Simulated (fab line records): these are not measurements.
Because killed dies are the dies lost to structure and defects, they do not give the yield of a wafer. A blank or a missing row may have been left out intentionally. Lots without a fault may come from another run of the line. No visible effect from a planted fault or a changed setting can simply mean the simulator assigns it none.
Chamber matching :: flow n5Finfet :: N5_GATE_CUT_ETCH_58 on rieDiel-05 has 4 sister chambers
The step etches SiNx in CH3F/O2, target depth 17 nm, time 128.6 s. 4 wafers are shown with their chamber, then 9 later ones without.

WAFERS WITH THEIR CHAMBER
wafer: L083.3
chamber: 2
showerheadPlenumPTorr (Torr): 1.89

wafer: L086.2
chamber: 3
showerheadPlenumPTorr (Torr): 2.07

wafer: L086.3
chamber: 1
showerheadPlenumPTorr (Torr): 2.13

wafer: L086.5
chamber: 0
showerheadPlenumPTorr (Torr): 1.96

WAFERS WHOSE CHAMBER IS MISSING
wafer: L090.4
showerheadPlenumPTorr (Torr): 1.96

wafer: L090.5
showerheadPlenumPTorr (Torr): 1.89

wafer: L090.6
showerheadPlenumPTorr (Torr): 2.13

wafer: L091.2
showerheadPlenumPTorr (Torr): 2.13

wafer: L091.4
showerheadPlenumPTorr (Torr): 1.89

wafer: L091.6
showerheadPlenumPTorr (Torr): 2.13

wafer: L092.3
showerheadPlenumPTorr (Torr): 1.89

wafer: L092.4
showerheadPlenumPTorr (Torr): 1.89

wafer: L092.5
showerheadPlenumPTorr (Torr): 2.06

EACH ONE'S CHAMBER
wafer: L090.4
from the rows above: 0
in truth: 0

wafer: L090.5
from the rows above: 2
in truth: 2

wafer: L090.6
from the rows above: 1
in truth: 1

wafer: L091.2
from the rows above: 1
in truth: 1

wafer: L091.4
from the rows above: 2
in truth: 2

wafer: L091.6
from the rows above: 1
in truth: 1

wafer: L092.3
from the rows above: 2
in truth: 2

wafer: L092.4
from the rows above: 2
in truth: 2

wafer: L092.5
from the rows above: 3
in truth: 3
9 of 9 placed correctly. Not placeable from these rows: 0. Number placed wrongly: 0.
How it was worked out, from the rows above alone: a wafer's distance from a chamber is the root of the sum, over the readings, of the square of ((its reading less the chamber's mean) divided by the reading's scatter). If the next closest chamber is less than 2 further off than the closest, the wafer can't be placed; otherwise it belongs to the closest. For every chamber, the mean is computed from those of its wafers that are shown. The scatter: with one shown wafer a chamber, the root of the mean of the squares of how far each hidden wafer lies from its nearest shown one.
